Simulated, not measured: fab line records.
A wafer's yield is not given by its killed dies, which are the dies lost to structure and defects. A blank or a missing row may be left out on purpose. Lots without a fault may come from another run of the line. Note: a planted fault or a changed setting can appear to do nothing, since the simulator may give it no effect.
Which of the tools did it? + flow nandHarc + 22 lots, 66 wafers sampled, at 6 steps of a route of 1302

WHAT THE GAUGES SHOWED, per wafer
No reading from a measuring or inspecting step in the record can be judged against a usual standard deviation.

EACH LOT AND THE TOOL THAT RAN IT (in order: tool; ch and the chambers of the sampled wafers; start)
| lot  | NHARC_A_CHANNEL_FILL_D2_STRIP_29             | NHARC_A_STAIRCASE_TRIM_16                    | NHARC_A_STAIRCASE_ETCH_190                   | NHARC_A_STAIRCASE_ETCH_194                   | NHARC_A_STAIRCASE_ETCH_221                   | NHARC_A_STAIRCASE_STRIP_238         |
|------|----------------------------------------------|----------------------------------------------|----------------------------------------------|----------------------------------------------|----------------------------------------------|-------------------------------------|
| L074 | rieDiel-12 ch 0,1,2, day 16 03:10 or earlier | rieDiel-04 ch 1,2,3, day 16 03:10 or earlier | rieDiel-05 ch 0,2,3, day 16 03:10 or earlier | rieDiel-05 ch 0,2,3, day 16 03:10 or earlier | rieDiel-01 ch 0,1,3, day 16 03:10 or earlier | plasmaAsher-01 ch 0,1, day 16 03:10 |
| L075 | rieDiel-08 ch 0,2,3, day 16 03:34 or earlier | rieDiel-01 ch 1,3, day 16 03:34 or earlier   | rieDiel-05 ch 2,3, day 16 03:34 or earlier   | rieDiel-05 ch 2,3, day 16 03:34 or earlier   | rieDiel-01 ch 2,3, day 16 03:34 or earlier   | plasmaAsher-02 ch 0,1, day 16 03:34 |
| L076 | rieDiel-08 ch 1,2,3, day 16 06:47            | rieDiel-01 ch 0,1,3, day 17 02:39 or earlier | rieDiel-05 ch 0,3, day 17 02:39 or earlier   | rieDiel-05 ch 0,2,3, day 17 02:39 or earlier | rieDiel-04 ch 0,1,2, day 17 02:39 or earlier | plasmaAsher-01 ch 0,1, day 17 02:39 |
| L077 | rieDiel-12 ch 0,2,3, day 16 06:47            | rieDiel-05 ch 1,2,3, day 17 04:31 or earlier | rieDiel-04 ch 0,2,3, day 17 04:31 or earlier | rieDiel-04 ch 0,1,2, day 17 04:31 or earlier | rieDiel-04 ch 1,2,3, day 17 04:31 or earlier | plasmaAsher-01 ch 0,1, day 17 04:31 |
| L078 | rieDiel-12 ch 0,1,3, day 17 10:40 or earlier | rieDiel-04 ch 0,1,3, day 17 10:40 or earlier | rieDiel-05 ch 0,1,2, day 17 10:40 or earlier | rieDiel-05 ch 0,1,2, day 17 10:40 or earlier | rieDiel-01 ch 0,1,2, day 17 10:40 or earlier | plasmaAsher-01 ch 0,1, day 17 10:40 |
| L080 | rieDiel-08 ch 1,2,3, day 18 17:48 or earlier | rieDiel-04 ch 1,3, day 18 17:48 or earlier   | rieDiel-01 ch 1,3, day 18 17:48 or earlier   | rieDiel-01 ch 0,3, day 18 17:48 or earlier   | rieDiel-01 ch 2,3, day 18 17:48 or earlier   | plasmaAsher-02 ch 0,1, day 18 17:48 |
| L081 | rieDiel-12 ch 1,3, day 18 17:14 or earlier   | rieDiel-01 ch 0,1, day 18 17:14 or earlier   | rieDiel-01 ch 0,1,3, day 18 17:14 or earlier | rieDiel-01 ch 0,3, day 18 17:14 or earlier   | rieDiel-04 ch 1,2, day 18 17:14 or earlier   | plasmaAsher-02 ch 0,1, day 18 17:14 |
| L079 | rieDiel-12 ch 0,2,3, day 18 23:40 or earlier | rieDiel-05 ch 1,3, day 18 23:40 or earlier   | rieDiel-05 ch 1,2, day 18 23:40 or earlier   | rieDiel-05 ch 0,3, day 18 23:40 or earlier   | rieDiel-01 ch 0,1,3, day 18 23:40 or earlier | plasmaAsher-01 ch 0,1, day 18 23:40 |
| L083 | rieDiel-08 ch 0,2,3, day 20 02:45 or earlier | rieDiel-01 ch 1,2,3, day 20 02:45 or earlier | rieDiel-01 ch 2,3, day 20 02:45 or earlier   | rieDiel-01 ch 1,2,3, day 20 02:45 or earlier | rieDiel-04 ch 0,2,3, day 20 02:45 or earlier | plasmaAsher-01 ch 0,1, day 20 02:45 |
| L084 | rieDiel-08 ch 1,3, day 20 12:57 or earlier   | rieDiel-04 ch 0,1,2, day 20 12:57 or earlier | rieDiel-05 ch 0,2, day 20 12:57 or earlier   | rieDiel-05 ch 1,3, day 20 12:57 or earlier   | rieDiel-05 ch 1,2,3, day 20 12:57 or earlier | plasmaAsher-02 ch 0,1, day 20 12:57 |
| L085 | rieDiel-08 ch 0,2,3, day 20 12:43 or earlier | rieDiel-01 ch 0,1,3, day 20 12:43 or earlier | rieDiel-01 ch 1,2, day 20 12:43 or earlier   | rieDiel-01 ch 1,2, day 20 12:43 or earlier   | rieDiel-04 ch 0,1,3, day 20 12:43 or earlier | plasmaAsher-02 ch 0,1, day 20 12:43 |
| L086 | rieDiel-09 ch 0,2,3, day 20 03:26            | rieDiel-01 ch 1,2,3, day 20 22:53 or earlier | rieDiel-01 ch 2,3, day 20 22:53 or earlier   | rieDiel-01 ch 2,3, day 20 22:53 or earlier   | rieDiel-05 ch 0,1,2, day 20 22:53 or earlier | plasmaAsher-01 ch 1, day 20 22:53   |
| L089 | rieDiel-08 ch 1,2,3, day 21 23:52 or earlier | rieDiel-04 ch 0,1,3, day 21 23:52 or earlier | rieDiel-05 ch 2,3, day 21 23:52 or earlier   | rieDiel-05 ch 1,2, day 21 23:52 or earlier   | rieDiel-01 ch 0,1, day 21 23:52 or earlier   | plasmaAsher-01 ch 0,1, day 21 23:52 |
| L088 | rieDiel-12 ch 1,2,3, day 21 21:25 or earlier | rieDiel-01 ch 0,2,3, day 21 21:25 or earlier | rieDiel-01 ch 0,1,2, day 21 21:25 or earlier | rieDiel-01 ch 0,2,3, day 21 21:25 or earlier | rieDiel-04 ch 1,2,3, day 21 21:25 or earlier | plasmaAsher-01 ch 0,1, day 21 21:25 |
| L087 | rieDiel-12 ch 0,1,3, day 21 23:04 or earlier | rieDiel-01 ch 1,2, day 21 23:04 or earlier   | rieDiel-04 ch 0,1, day 21 23:04 or earlier   | rieDiel-04 ch 1,2,3, day 21 23:04 or earlier | rieDiel-01 ch 0,1,3, day 21 23:04 or earlier | plasmaAsher-02 ch 0,1, day 21 23:04 |
| L090 | rieDiel-12 ch 2,3, day 22 15:34 or earlier   | rieDiel-04 ch 0,1,2, day 22 15:34 or earlier | rieDiel-01 ch 0,2, day 22 15:34 or earlier   | rieDiel-01 ch 0,3, day 22 15:34 or earlier   | rieDiel-01 ch 0,2,3, day 22 15:34 or earlier | plasmaAsher-02 ch 0,1, day 22 15:34 |
| L091 | rieDiel-12 ch 0,2,3, day 23 04:32 or earlier | rieDiel-01 ch 0,1, day 23 04:32 or earlier   | rieDiel-05 ch 0,3, day 23 04:32 or earlier   | rieDiel-05 ch 0,2, day 23 04:32 or earlier   | rieDiel-04 ch 2,3, day 23 04:32 or earlier   | plasmaAsher-02 ch 0,1, day 23 04:32 |
| L093 | rieDiel-08 ch 0,3, day 23 21:30 or earlier   | rieDiel-01 ch 0,1,2, day 23 21:30 or earlier | rieDiel-05 ch 2,3, day 23 21:30 or earlier   | rieDiel-05 ch 1,2,3, day 23 21:30 or earlier | rieDiel-04 ch 2,3, day 23 21:30 or earlier   | plasmaAsher-01 ch 0,1, day 23 21:30 |
| L092 | rieDiel-08 ch 0,3, day 24 01:57 or earlier   | rieDiel-04 ch 2,3, day 24 01:57 or earlier   | rieDiel-01 ch 0,2,3, day 24 01:57 or earlier | rieDiel-01 ch 0,2,3, day 24 01:57 or earlier | rieDiel-04 ch 0,1, day 24 01:57 or earlier   | plasmaAsher-02 ch 0,1, day 24 01:57 |
| L094 | rieDiel-09 ch 1,2, day 24 10:05 or earlier   | rieDiel-04 ch 0,3, day 24 10:05 or earlier   | rieDiel-01 ch 0,1,3, day 24 10:05 or earlier | rieDiel-01 ch 0,2,3, day 24 10:05 or earlier | rieDiel-05 ch 0,1,2, day 24 10:05 or earlier | plasmaAsher-01 ch 0, day 24 10:05   |
| L096 | rieDiel-12 ch 0,1, day 25 12:16 or earlier   | rieDiel-04 ch 0,1,2, day 25 12:16 or earlier | rieDiel-05 ch 0,1,3, day 25 12:16 or earlier | rieDiel-05 ch 0,3, day 25 12:16 or earlier   | rieDiel-04 ch 0,1,2, day 25 12:16 or earlier | plasmaAsher-02 ch 0,1, day 25 12:16 |
| L097 | rieDiel-12 ch 1,2,3, day 25 22:19 or earlier | rieDiel-04 ch 1,2,3, day 25 22:19 or earlier | rieDiel-01 ch 0,3, day 25 22:19 or earlier   | rieDiel-01 ch 0,2, day 25 22:19 or earlier   | rieDiel-05 ch 0,1,2, day 25 22:19 or earlier | plasmaAsher-02 ch 0,1, day 25 22:19 |
- NHARC_A_CHANNEL_FILL_D2_STRIP_29: strips in O2, time 20 s.
- NHARC_A_STAIRCASE_TRIM_16: chemistry O2, time 211.2 s.
- NHARC_A_STAIRCASE_ETCH_190: etches the open film in C4F8/O2, target depth 100 nm, time 40.5 s.
- NHARC_A_STAIRCASE_ETCH_194: etches the open film in C4F8/O2, target depth 100 nm, time 40.5 s.
- NHARC_A_STAIRCASE_ETCH_221: etches the open film in C4F8/O2, target depth 100 nm, time 40.5 s.
- NHARC_A_STAIRCASE_STRIP_238: strips in O2.

AS READ BY THE TOOLS THEMSELVES (means over the sampled wafers that have a number; for cases with no such wafer, the mark the record gives instead)
NHARC_A_CHANNEL_FILL_D2_STRIP_29.
| lot  | tool       | chamberPressureMTorr (mTorr) | drypumpMotorCurrentA (A) | oesProductAu (a.u.) | rfVppV (V) | showerheadPlenumPTorr (Torr) | throttleValvePct (%) |
|------|------------|------------------------------|--------------------------|---------------------|------------|------------------------------|----------------------|
| L074 | rieDiel-12 | 60.00                        | 5.4                      | 0.999               | 57.7       | 3.48                         | 17.026               |
| L075 | rieDiel-08 | 59.97                        | 5.9                      | 0.982               | 58.3       | 3.64                         | 17.032               |
| L076 | rieDiel-08 | 60.03                        | 5.8                      | 0.986               | 58.1       | 3.54                         | 17.042               |
| L077 | rieDiel-12 | 59.99                        | 5.4                      | 0.996               | 56.9       | 3.54                         | 17.034               |
| L078 | rieDiel-12 | 59.96                        | 5.5                      | 1.002               | 57.4       | 3.57                         | 17.038               |
| L080 | rieDiel-08 | 60.08                        | 5.7                      | 0.994               | 58.2       | 3.54                         | 17.032               |
| L081 | rieDiel-12 | 59.97                        | 5.5                      | 0.986               | 57.8       | 3.61                         | 17.040               |
| L079 | rieDiel-12 | 60.02                        | 5.4                      | 1.000               | 58.4       | 3.54                         | 17.035               |
| L083 | rieDiel-08 | 60.03                        | 6.0                      | 0.993               | 57.6       | 3.64                         | 17.035               |
| L084 | rieDiel-08 | 59.95                        | 5.4                      | 0.992               | 58.9       | 3.56                         | 17.036               |
| L085 | rieDiel-08 | 59.94                        | 6.0                      | 0.990               | 58.1       | 3.64                         | 17.034               |
| L086 | rieDiel-09 | 60.03                        | 5.2                      | 1.002               | 58.3       | 3.35                         | 17.035               |
| L089 | rieDiel-08 | 60.01                        | 5.8                      | 0.990               | 57.9       | 3.54                         | 17.041               |
| L088 | rieDiel-12 | 60.01                        | 5.5                      | 0.996               | 56.7       | 3.57                         | 17.035               |
| L087 | rieDiel-12 | 59.98                        | 5.5                      | 0.988               | 58.6       | 3.57                         | 17.035               |
| L090 | rieDiel-12 | 59.97                        | 5.3                      | 0.995               | 57.4       | 3.54                         | 17.038               |
| L091 | rieDiel-12 | 60.02                        | 5.4                      | 1.000               | 57.8       | 3.54                         | 17.027               |
| L093 | rieDiel-08 | 59.97                        | 5.7                      | 0.989               | 57.8       | 3.70                         | 17.028               |
| L092 | rieDiel-08 | 60.02                        | 5.7                      | 0.989               | 57.2       | 3.70                         | 17.033               |
| L094 | rieDiel-09 | 60.00                        | 5.6                      | 0.997               | 57.2       | 3.31                         | 17.031               |
| L096 | rieDiel-12 | 60.00                        | 5.5                      | 0.995               | 58.0       | 3.48                         | 17.047               |
| L097 | rieDiel-12 | 60.04                        | 5.4                      | 0.998               | 57.9       | 3.57                         | 17.037               |

NHARC_A_STAIRCASE_TRIM_16.
| lot  | tool       | chamberPressureMTorr (mTorr) | drypumpMotorCurrentA (A) | oesProductAu (a.u.) | rfVppV (V) | showerheadPlenumPTorr (Torr) | throttleValvePct (%) |
|------|------------|------------------------------|--------------------------|---------------------|------------|------------------------------|----------------------|
| L074 | rieDiel-04 | 59.98                        | 5.8                      | 1.004               | 57.7       | 3.44                         | 17.038               |
| L075 | rieDiel-01 | 60.00                        | 6.3                      | 1.000               | 57.8       | 3.50                         | 17.034               |
| L076 | rieDiel-01 | 59.94                        | 6.3                      | 0.999               | 56.6       | 3.44                         | 17.035               |
| L077 | rieDiel-05 | 59.93                        | 5.3                      | 1.007               | 57.1       | 3.51                         | 17.025               |
| L078 | rieDiel-04 | 60.03                        | 5.9                      | 1.002               | 57.4       | 3.57                         | 17.040               |
| L080 | rieDiel-04 | 59.97                        | 6.3                      | 0.990               | 58.4       | 3.68                         | 17.034               |
| L081 | rieDiel-01 | 59.98                        | 6.5                      | 1.005               | 57.6       | 3.39                         | 17.037               |
| L079 | rieDiel-05 | 59.99                        | 5.1                      | 0.992               | 57.9       | 3.61                         | 17.033               |
| L083 | rieDiel-01 | 59.97                        | 6.2                      | 1.012               | 58.6       | 3.48                         | 17.039               |
| L084 | rieDiel-04 | 60.00                        | 5.4                      | 0.998               | 57.2       | 3.48                         | 17.044               |
| L085 | rieDiel-01 | 60.00                        | 6.4                      | 1.014               | 57.1       | 3.43                         | 17.040               |
| L086 | rieDiel-01 | 60.01                        | 6.2                      | 1.011               | 57.5       | 3.48                         | 17.040               |
| L089 | rieDiel-04 | 60.01                        | 5.9                      | 0.997               | 57.2       | 3.55                         | 17.042               |
| L088 | rieDiel-01 | 59.97                        | 6.4                      | 1.006               | 58.0       | 3.42                         | 17.038               |
| L087 | rieDiel-01 | 59.98                        | 6.2                      | 1.001               | 57.7       | 3.47                         | 17.042               |
| L090 | rieDiel-04 | 59.99                        | 5.4                      | 0.995               | 56.9       | 3.48                         | 17.035               |
| L091 | rieDiel-01 | 60.01                        | 6.5                      | 1.016               | 57.8       | 3.37                         | 17.040               |
| L093 | rieDiel-01 | 60.01                        | 6.3                      | 1.005               | 57.3       | 3.41                         | 17.036               |
| L092 | rieDiel-04 | 59.98                        | 5.7                      | 1.008               | 58.4       | 3.63                         | 17.036               |
| L094 | rieDiel-04 | 59.98                        | 6.2                      | 0.991               | 57.9       | 3.66                         | 17.034               |
| L096 | rieDiel-04 | 60.00                        | 5.4                      | 0.999               | 58.3       | 3.47                         | 17.028               |
| L097 | rieDiel-04 | 59.99                        | 5.8                      | 1.007               | 57.8       | 3.58                         | 17.031               |

NHARC_A_STAIRCASE_ETCH_190.
| lot  | tool       | chamberPressureMTorr (mTorr) | oesProductAu (a.u.) | rfFwdPowerW (W) | rfVppV (V) |
|------|------------|------------------------------|---------------------|-----------------|------------|
| L074 | rieDiel-05 | 25.012                       | 0.935               | 591             | 893        |
| L075 | rieDiel-05 | 24.992                       | 0.943               | 592             | 895        |
| L076 | rieDiel-05 | 24.981                       | 0.946               | 589             | 893        |
| L077 | rieDiel-04 | 24.992                       | 0.940               | 593             | 899        |
| L078 | rieDiel-05 | 24.995                       | 0.930               | 590             | 891        |
| L080 | rieDiel-01 | 25.017                       | 0.942               | 593             | 894        |
| L081 | rieDiel-01 | 25.003                       | 0.945               | 591             | 893        |
| L079 | rieDiel-05 | 25.015                       | 0.931               | 591             | 892        |
| L083 | rieDiel-01 | 24.997                       | 0.943               | 594             | 895        |
| L084 | rieDiel-05 | 24.985                       | 0.950               | 587             | 887        |
| L085 | rieDiel-01 | 24.984                       | 0.947               | 594             | 894        |
| L086 | rieDiel-01 | 25.003                       | 0.956               | 593             | 894        |
| L089 | rieDiel-05 | 24.995                       | 0.939               | 595             | 895        |
| L088 | rieDiel-01 | 24.994                       | 0.941               | 592             | 892        |
| L087 | rieDiel-04 | 24.994                       | 0.939               | 588             | 892        |
| L090 | rieDiel-01 | 24.993                       | 0.924               | 591             | 892        |
| L091 | rieDiel-05 | 24.975                       | 0.930               | 587             | 892        |
| L093 | rieDiel-05 | 24.990                       | 0.955               | 591             | 890        |
| L092 | rieDiel-01 | 24.997                       | 0.940               | 595             | 891        |
| L094 | rieDiel-01 | 25.018                       | 0.953               | 591             | 891        |
| L096 | rieDiel-05 | 24.975                       | 0.935               | 592             | 895        |
| L097 | rieDiel-01 | 25.004                       | 0.930               | 590             | 890        |

NHARC_A_STAIRCASE_ETCH_194.
| lot  | tool       | chamberPressureMTorr (mTorr) | oesProductAu (a.u.) | rfFwdPowerW (W) | rfVppV (V) |
|------|------------|------------------------------|---------------------|-----------------|------------|
| L074 | rieDiel-05 | 25.013                       | 0.946               | 590             | 892        |
| L075 | rieDiel-05 | 25.004                       | 0.950               | 589             | 892        |
| L076 | rieDiel-05 | 24.983                       | 0.946               | 590             | 892        |
| L077 | rieDiel-04 | 24.999                       | 0.949               | 589             | 895        |
| L078 | rieDiel-05 | 24.979                       | 0.939               | 591             | 892        |
| L080 | rieDiel-01 | 24.984                       | 0.942               | 590             | 893        |
| L081 | rieDiel-01 | 24.998                       | 0.939               | 590             | 891        |
| L079 | rieDiel-05 | 25.020                       | 0.932               | 591             | 895        |
| L083 | rieDiel-01 | 24.966                       | 0.955               | 596             | 894        |
| L084 | rieDiel-05 | 25.007                       | 0.941               | 590             | 899        |
| L085 | rieDiel-01 | 24.983                       | 0.956               | 594             | 895        |
| L086 | rieDiel-01 | 24.971                       | 0.957               | 594             | 894        |
| L089 | rieDiel-05 | 25.003                       | 0.952               | 592             | 890        |
| L088 | rieDiel-01 | 25.021                       | 0.947               | 592             | 891        |
| L087 | rieDiel-04 | 24.990                       | 0.942               | 593             | 898        |
| L090 | rieDiel-01 | 25.003                       | 0.948               | 591             | 890        |
| L091 | rieDiel-05 | 25.000                       | 0.947               | 589             | 888        |
| L093 | rieDiel-05 | 24.981                       | 0.928               | 593             | 894        |
| L092 | rieDiel-01 | 24.997                       | 0.938               | 593             | 892        |
| L094 | rieDiel-01 | 25.002                       | 0.953               | 591             | 891        |
| L096 | rieDiel-05 | 25.014                       | 0.928               | 587             | 891        |
| L097 | rieDiel-01 | 24.968                       | 0.924               | 593             | 891        |

NHARC_A_STAIRCASE_ETCH_221.
| lot  | tool       | chamberPressureMTorr (mTorr) | oesProductAu (a.u.) | rfFwdPowerW (W) | rfVppV (V) |
|------|------------|------------------------------|---------------------|-----------------|------------|
| L074 | rieDiel-01 | 24.990                       | 0.934               | 590             | 893        |
| L075 | rieDiel-01 | 25.017                       | 0.937               | 593             | 894        |
| L076 | rieDiel-04 | 25.005                       | 0.959               | 590             | 896        |
| L077 | rieDiel-04 | 25.000                       | 0.928               | 591             | 898        |
| L078 | rieDiel-01 | 25.004                       | 0.960               | 592             | 893        |
| L080 | rieDiel-01 | 25.018                       | 0.936               | 593             | 894        |
| L081 | rieDiel-04 | 24.985                       | 0.950               | 587             | 894        |
| L079 | rieDiel-01 | 24.983                       | 0.962               | 592             | 893        |
| L083 | rieDiel-04 | 24.984                       | 0.926               | 593             | 899        |
| L084 | rieDiel-05 | 24.991                       | 0.915               | 592             | 895        |
| L085 | rieDiel-04 | 24.990                       | 0.913               | 589             | 896        |
| L086 | rieDiel-05 | 25.020                       | 0.955               | 588             | 891        |
| L089 | rieDiel-01 | 25.003                       | 0.959               | 591             | 891        |
| L088 | rieDiel-04 | 24.993                       | 0.953               | 590             | 898        |
| L087 | rieDiel-01 | 24.985                       | 0.956               | 591             | 892        |
| L090 | rieDiel-01 | 25.007                       | 0.945               | 596             | 891        |
| L091 | rieDiel-04 | 24.977                       | 0.946               | 596             | 902        |
| L093 | rieDiel-04 | 24.989                       | 0.964               | 592             | 900        |
| L092 | rieDiel-04 | 24.991                       | 0.931               | 591             | 892        |
| L094 | rieDiel-05 | 25.010                       | 0.935               | 589             | 891        |
| L096 | rieDiel-04 | 25.008                       | 0.963               | 591             | 894        |
| L097 | rieDiel-05 | 25.012                       | 0.946               | 587             | 897        |

NHARC_A_STAIRCASE_STRIP_238.
| lot  | tool           | drypumpMotorCurrentA (A) | heaterPowerW (W) |
|------|----------------|--------------------------|------------------|
| L074 | plasmaAsher-01 | 6.0                      | 359              |
| L075 | plasmaAsher-02 | 5.1                      | 352              |
| L076 | plasmaAsher-01 | 6.0                      | 357              |
| L077 | plasmaAsher-01 | 5.9                      | 346              |
| L078 | plasmaAsher-01 | 5.9                      | 350              |
| L080 | plasmaAsher-02 | 4.9                      | 348              |
| L081 | plasmaAsher-02 | 5.1                      | 353              |
| L079 | plasmaAsher-01 | 6.0                      | 360              |
| L083 | plasmaAsher-01 | 5.9                      | 350              |
| L084 | plasmaAsher-02 | 4.9                      | 333              |
| L085 | plasmaAsher-02 | 4.9                      | 339              |
| L086 | plasmaAsher-01 | 6.2                      | 370              |
| L089 | plasmaAsher-01 | 5.9                      | 343              |
| L088 | plasmaAsher-01 | 5.9                      | 350              |
| L087 | plasmaAsher-02 | 5.1                      | 339              |
| L090 | plasmaAsher-02 | 4.9                      | 338              |
| L091 | plasmaAsher-02 | 4.9                      | 336              |
| L093 | plasmaAsher-01 | 5.9                      | 332              |
| L092 | plasmaAsher-02 | 5.1                      | 339              |
| L094 | plasmaAsher-01 | 5.7                      | 326              |
| L096 | plasmaAsher-02 | 5.1                      | 337              |
| L097 | plasmaAsher-02 | 4.9                      | 340              |

THE ANSWER, worked out from the rows above alone
Rule: what is usual is taken from the lots themselves. Put in order of their means at a reading, lots are off if they are a third of the lots or fewer, leave a main group of 4 or more, and stand apart from it by a gap of 3 or more times the standard deviation of the main group's means; of several such gaps the widest counts. A main group is skipped when, at the precision printed for the reading in the tables above, its means are all equal. Also off: a lot with no number at a reading for which 4 or more lots have one. Any other lot the step has rows for is counted as sound. After the gauges, taken in route order, come the tools' own readings; for these a lot's mean is taken, as printed above. The first step at which some lot is off is used, and at that step the reading that is off furthest; a lot without a number counts as furthest.
Nothing can be told from this: no lot is off at any reading shown.

WHAT THE SIMULATOR HAD PUT IN
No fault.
